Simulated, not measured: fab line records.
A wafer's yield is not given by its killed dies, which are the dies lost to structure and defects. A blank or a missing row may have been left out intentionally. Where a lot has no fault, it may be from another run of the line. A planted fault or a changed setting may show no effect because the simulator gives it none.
Chamber matching    flow n5_finfet    N5_GATE_CUT_ETCH_37 on rie_diel-04 has 4 sister chambers
The step etches SOC in N2/H2, target depth 60 nm, overetch 12 nm, time 90 s. 4 wafers are shown with their chamber, then 8 later ones without.

## WAFERS, EACH WITH ITS CHAMBER
wafer   chamber  drypump_motor_current_A (A)
L082.1  1        5.4
L085.2  3        6.8
L085.6  2        6.1
L086.1  0        5.3

## WAFERS WITHOUT THEIR CHAMBER
wafer   drypump_motor_current_A (A)
L086.2  6.7
L086.3  6.1
L088.1  6.7
L088.4  6.1
L088.6  6.8
L094.1  6.8
L094.3  5.4
L094.4  5.4

## WHICH CHAMBER EACH ONE RAN IN
wafer    from the rows above   in truth
L086.2   3                     3
L086.3   2                     2
L088.1   3                     3
L088.4   2                     2
L088.6   3                     3
L094.1   3                     3
L094.3   1                     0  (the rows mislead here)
L094.4   1                     1
7 of 8 placed correctly. From these rows, 0 cannot be placed. Placed wrongly: 1.
How it was worked out, from the rows above alone: a wafer's distance from a chamber is the root of the sum, over the readings, of the square of ((its reading less the chamber's mean) divided by the reading's scatter). If the next closest chamber is less than 2 further off than the closest, the wafer can't be placed; otherwise it belongs to the closest. A chamber's mean is the mean of its shown wafers. The scatter (one wafer shown for each chamber): square how far every hidden wafer sits from the nearest shown wafer, average those squares and take the square root.
